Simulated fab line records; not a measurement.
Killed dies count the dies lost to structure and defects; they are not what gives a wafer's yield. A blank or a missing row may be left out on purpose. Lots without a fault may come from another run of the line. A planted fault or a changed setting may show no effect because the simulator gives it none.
Chamber matching + flow nandHarc + rieDiel-02 running NHARC_P_GATE_STRIP_101: 4 sister chambers
The step strips in O2, time 20 s. 4 wafers are shown with their chamber, then 8 later ones without.

WAFERS PAIRED WITH THEIR CHAMBERS
| wafer  | chamber | showerheadPlenumPTorr (Torr) |
|--------|---------|------------------------------|
| L196.1 | 3       | 3.30                         |
| L209.1 | 2       | 3.45                         |
| L209.3 | 1       | 3.29                         |
| L210.3 | 0       | 3.45                         |

WAFERS MISSING THEIR CHAMBER
| wafer  | showerheadPlenumPTorr (Torr) |
|--------|------------------------------|
| L210.5 | 3.45                         |
| L210.6 | 3.29                         |
| L211.1 | 3.44                         |
| L211.2 | 3.45                         |
| L211.6 | 3.29                         |
| L213.1 | 3.45                         |
| L213.2 | 3.44                         |
| L213.4 | 3.29                         |

WHICH CHAMBER EACH WENT THROUGH
| wafer  | from the rows above     | in truth |
|--------|-------------------------|----------|
| L210.5 | can't be placed: 0 or 2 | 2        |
| L210.6 | can't be placed: 1 or 3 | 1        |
| L211.1 | can't be placed: 0 or 2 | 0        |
| L211.2 | can't be placed: 0 or 2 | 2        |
| L211.6 | can't be placed: 1 or 3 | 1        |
| L213.1 | can't be placed: 0 or 2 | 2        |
| L213.2 | can't be placed: 0 or 2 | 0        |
| L213.4 | can't be placed: 1 or 3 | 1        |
Correct placement for 0 of the 8. Unplaceable from these rows: 8, with the true chamber sitting among the candidates in 8. Number placed wrongly: 0.
How it was worked out, from the rows above alone: a wafer's distance from a chamber is the root of the sum, over the readings, of the square of ((its reading less the chamber's mean) divided by the reading's scatter). If the next closest chamber is less than 2 further off than the closest, the wafer can't be placed; otherwise it belongs to the closest. The mean given for a chamber averages the wafers shown for that chamber. The scatter: with one shown wafer a chamber, the root of the mean of the squares of how far each hidden wafer lies from its nearest shown one.
